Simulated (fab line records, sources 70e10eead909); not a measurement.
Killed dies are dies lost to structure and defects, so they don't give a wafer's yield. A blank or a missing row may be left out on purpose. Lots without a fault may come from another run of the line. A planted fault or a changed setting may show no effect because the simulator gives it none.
Chamber matching | flow nand_harc | NHARC_A_STAIRCASE_DEP_322 on pecvd-02: 3 sister chambers
The step deposits SiO2, target thk 7200 nm. 18 wafers are shown with their chamber, then 9 later ones without.

WAFERS WITH THEIR CHAMBER
wafer  | chamber | heater_power_w (W)
L076.2 | 2       | 581
L076.3 | 1       | 694
L076.4 | 1       | 607
L078.2 | 0       | 749
L078.3 | 1       | 738
L078.6 | 0       | 640
L081.1 | 2       | 532
L081.4 | 1       | 588
L081.6 | 0       | 623
L085.1 | 0       | 706
L085.4 | 2       | 472
L085.5 | 0       | 621
L087.2 | 2       | 589
L087.3 | 1       | 639
L087.4 | 2       | 471
L089.4 | 0       | 623
L089.5 | 2       | 476
L089.6 | 1       | 604

SIGNATURES (means of the wafers above)
reading        | chamber 0 | chamber 1 | chamber 2 | scatter within a chamber
heater_power_w | 660.33    | 645.00    | 520.17    | 56.2
Rule: a wafer's distance from a chamber is the root of the sum, over the readings, of the square of ((its reading less the chamber's mean) divided by the reading's scatter). The wafer belongs to the nearest chamber; if the next one is less than 2 further off, it can't be placed. The scatter: the root of (the sum of the squares of (reading less its chamber's mean) over the shown wafers, divided by (wafers less chambers)).

WAFERS WITHOUT THEIR CHAMBER
wafer  | heater_power_w (W)
L090.1 | 571
L090.4 | 476
L090.6 | 604
L094.2 | 551
L094.3 | 641
L094.5 | 480
L097.3 | 683
L097.5 | 477
L097.6 | 655

WHICH CHAMBER EACH WENT THROUGH
wafer  | from the rows above          | in truth
L090.1 | can't be placed: 2 or 1 or 0 | 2
L090.4 | 2                            | 2
L090.6 | can't be placed: 1 or 0 or 2 | 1
L094.2 | can't be placed: 2 or 1 or 0 | 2
L094.3 | can't be placed: 1 or 0      | 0
L094.5 | 2                            | 2
L097.3 | can't be placed: 0 or 1      | 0
L097.5 | 2                            | 2
L097.6 | can't be placed: 0 or 1      | 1
Placed correctly: 3 of 9. Can't be placed from these rows: 6 (the true chamber is among the candidates in 6). Placed wrongly: 0.
